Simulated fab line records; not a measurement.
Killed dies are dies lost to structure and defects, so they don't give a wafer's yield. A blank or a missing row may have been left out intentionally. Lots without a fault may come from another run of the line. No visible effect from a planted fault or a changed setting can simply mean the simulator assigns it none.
A lot that was struck, set against a sound lot -- flow n5Finfet -- 22 steps out of a route of 1938
Sound: wafers L347.1, L347.2, L347.6. The struck wafers were L335.3, L335.5, L335.6. The cause is named last.
Order at every step that has rows: each side's tool, ch and its chambers, its first start. Under that, the readings that differ: sound wafers -- struck wafers -- difference of the means -- sigmas: that difference in standard deviations of wafers without a fault.
alike: words and numbers the same on both sides, and readings whose means are apart by under 2 such deviations; not compared: readings that were withheld, readings missing a value for some wafer, numbers with overlapping values and no deviation given by the record, and bounds like >300 which may hide the same value.
A row with sigmas, a row that says differs or no value, or rows on one side alone: a step with any of these is where the two part. Numbers that have no deviation but don't overlap get no sigmas and don't part them. Lack of a reading on every wafer of one side parts them only where that side has two or more wafers.

first, 9 steps without rows for these wafers: N5_FIN_SAQP_EBR_12; N5_FIN_SAQP_SOFTBAKE_11 (time 60 s); N5_FIN_SAQP_EXPOSE_13 (exposes mask FIN CORE, target cd 35.6 nm); N5_FIN_SAQP_PEB_14 (peb time 60 s); N5_FIN_SAQP_DEVELOP_15 (develop time 30 s); N5_FIN_SAQP_DESCUM_21 (chemistry O2, time 7.9 s); N5_FIN_SAQP_ETCH_51 (etches SiARC in CF4, target depth 45.5 nm, time 75.8 s); N5_FIN_SAQP_ETCH_52 (etches SOC in N2/H2, target depth 100 nm, overetch 20 nm, time 150 s); N5_FIN_SAQP_STRIP_53 (strips in N2/H2).
N5_FIN_SAQP_HM_OPEN_73: chemistry CHF3/O2, target SiO2, stops on a-Si, target depth 12 nm, time 16.8 s.
  sound on rieDiel-02 ch 1,2, day 7 10:39; struck on rieDiel-01 ch 0,1,2, day 4 10:10
reading,sound,struck,difference,sigmas
overEtchFrac,1.8 1.8 1.8,3.2812 3.2812 3.2812,+1.4812,
model.SOC_of_FIN_SAQP_COAT_49.thkNm (nm),99.86 99.67 99.91,92.77 93.71 95.29,-5.89,
model.SiARC_of_FIN_SAQP_COAT_50.thkNm (nm),5.019 5.759 5.787,0 0 0,-6,
model.a-Si_of_FIN_SAQP_PECVD_06.thkNm (nm),60.16 60.47 61.33,55.69 57.2 57.6,-3.82,
  alike: drypumpMotorCurrentA, oesProductAu, rfVppV, showerheadPlenumPTorr, throttleValvePct
  not compared: rfHoursCounterH
then, 1 step without rows for these wafers: N5_FIN_SAQP_STRIP_74 (strips in CHF3/O2).
N5_FIN_SAQP_MANDREL_ETCH_22: etches a-Si in HBr/Cl2, stops on SiNx, target depth 60 nm, bt time 10 s, time 30 s.
  sound on rieSi-03 ch 0,2, day 7 10:44; struck on rieSi-05 ch 0,1,3, day 4 10:16
reading,sound,struck,difference,sigmas
oesProductAu (a.u.),0.782 0.794 0.794,0.719 0.760 0.739,-0.051,-4
throttleValvePct (%),35.03 35.06 35.05,35.83 35.52 35.46,+0.56,+3
model.SOC_of_FIN_SAQP_COAT_49.thkNm (nm),75.6 75.41 75.44,68.61 69.94 71.3,-5.53,
model.etch.depthNm (nm),60.16 60.47 61.33,55.69 57.2 57.6,-3.82,
  alike: drypumpMotorCurrentA
  not compared: rfHoursCounterH
then, 5 steps without rows for these wafers: N5_FIN_SAQP_STRIP_55 (strips in N2/H2); N5_FIN_SAQP_STRIP_23 (strips in SPM, time 750 s); N5_FIN_SAQP_SRD_66 (time 30 s); N5_FIN_SAQP_RECESS_75 (chemistry HF/NH3, target SiO2, target depth 14.4 nm, afs cycles 3, sublimation time 60 s); N5_FIN_SAQP_SPACER1_ALD_24 (deposits SiO2, target thk 20.3 nm, pulse time 1 s, purge time 2 s).
N5_FIN_SAQP_SPACER1_ETCHBACK_25: etches SiO2 in CHF3/O2, target depth 24.4 nm, time 12.2 s.
  sound on rieDiel-06 ch 0,1,3, day 7 12:20; struck on rieDiel-02 ch 0,2,3, day 4 11:47
reading,sound,struck,difference,sigmas
model.a-Si_of_FIN_SAQP_PECVD_06.thkNm (nm),59.2 59.6 60.4,54.8 56.2 56.6,-3.9,
  alike: drypumpMotorCurrentA, oesProductAu, rfVppV, showerheadPlenumPTorr, throttleValvePct
  not compared: rfHoursCounterH
then, 1 step without rows for these wafers: N5_FIN_SAQP_MANDREL1_REMOVE_56 (chemistry HBr/Cl2/O2, target a-Si, stops on SiNx, bt time 10 s).
N5_FIN_SAQP_ETCH_57: etches SiNx in CH3F/O2, target depth 32.5 nm, time 46.4 s.
  sound on rieDiel-06 ch 0,1,3, day 7 12:40; struck on rieDiel-06 ch 1,2,3, day 4 12:02
  alike: drypumpMotorCurrentA, etchRfOnTimeS, oesProductAu, rfVppV, showerheadPlenumPTorr, throttleValvePct
  not compared: rfHoursCounterH, model.etch.depthNm
then, 1 step without rows for these wafers: N5_FIN_SAQP_ETCH_65 (etches SiO2 in CF4, target depth 4 nm, time 4.4 s).
-- record jumps: 6 days separate the struck wafers' starts on either side; left off in module FIN_SAQP, taken up again in module BEOL_M4, whose first shown step is the route's number 1111 --
N5_BEOL_M4_RC_MEAS_101:
  sound on prober-01 ch 0, day 14 08:47; struck on prober-02 ch 0, day 10 06:18
  alike: DIBL_N, DIBL_P, IOFF_N, IOFF_P, ION_N, ION_P, SS_N, SS_P, VT_N, VT_P

== WHERE THEY PART ==
At N5_FIN_SAQP_MANDREL_ETCH_22 and nowhere else, as far as this record goes. Later steps at which nothing parts them and some readings are alike: N5_FIN_SAQP_SPACER1_ETCHBACK_25, N5_FIN_SAQP_ETCH_57, N5_BEOL_M4_RC_MEAS_101.

WHY: what had been put in by the simulator
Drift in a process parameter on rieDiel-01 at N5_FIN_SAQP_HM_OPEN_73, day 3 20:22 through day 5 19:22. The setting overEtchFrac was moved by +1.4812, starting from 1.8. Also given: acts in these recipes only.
